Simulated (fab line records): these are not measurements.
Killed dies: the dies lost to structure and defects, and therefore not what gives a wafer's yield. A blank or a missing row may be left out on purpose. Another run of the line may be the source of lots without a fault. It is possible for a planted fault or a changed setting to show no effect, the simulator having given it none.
Chamber matching	flow n5-finfet	N5_BEOL_M1_ETCH_77 on rie-diel-02 has 4 sister chambers
The step etches underlayer in N2/H2, target depth 6.5 nm, time 5.2 s. 4 wafers are shown with their chamber, then 7 later ones without.

WAFERS PAIRED WITH THEIR CHAMBERS
wafer	chamber	showerhead-plenum-p-Torr (Torr)
L082.6	2	2.52
L083.5	3	2.53
L085.1	1	2.49
L085.4	0	2.36

WAFERS WHOSE CHAMBER IS MISSING
wafer	showerhead-plenum-p-Torr (Torr)
L085.5	2.53
L092.1	2.52
L092.4	2.53
L092.5	2.53
L096.3	2.52
L096.4	2.48
L096.6	2.52

CHAMBER TAKEN BY EACH
wafer	from the rows above	in truth
L085.5	3	3
L092.1	2	2
L092.4	3	3
L092.5	3	3
L096.3	2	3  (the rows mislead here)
L096.4	1	1
L096.6	2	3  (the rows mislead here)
Correctly placed: 5 of 7. Left unplaced by these rows: 0. Placed wrongly: 2.
How it was worked out, from the rows above alone: a wafer's distance from a chamber is the root of the sum, over the readings, of the square of ((its reading less the chamber's mean) divided by the reading's scatter). The wafer belongs to the nearest chamber; if the next one is less than 2 further off, it can't be placed. The mean given for a chamber averages the wafers shown for that chamber. The scatter: with one shown wafer a chamber, the root of the mean of the squares of how far each hidden wafer lies from its nearest shown one.
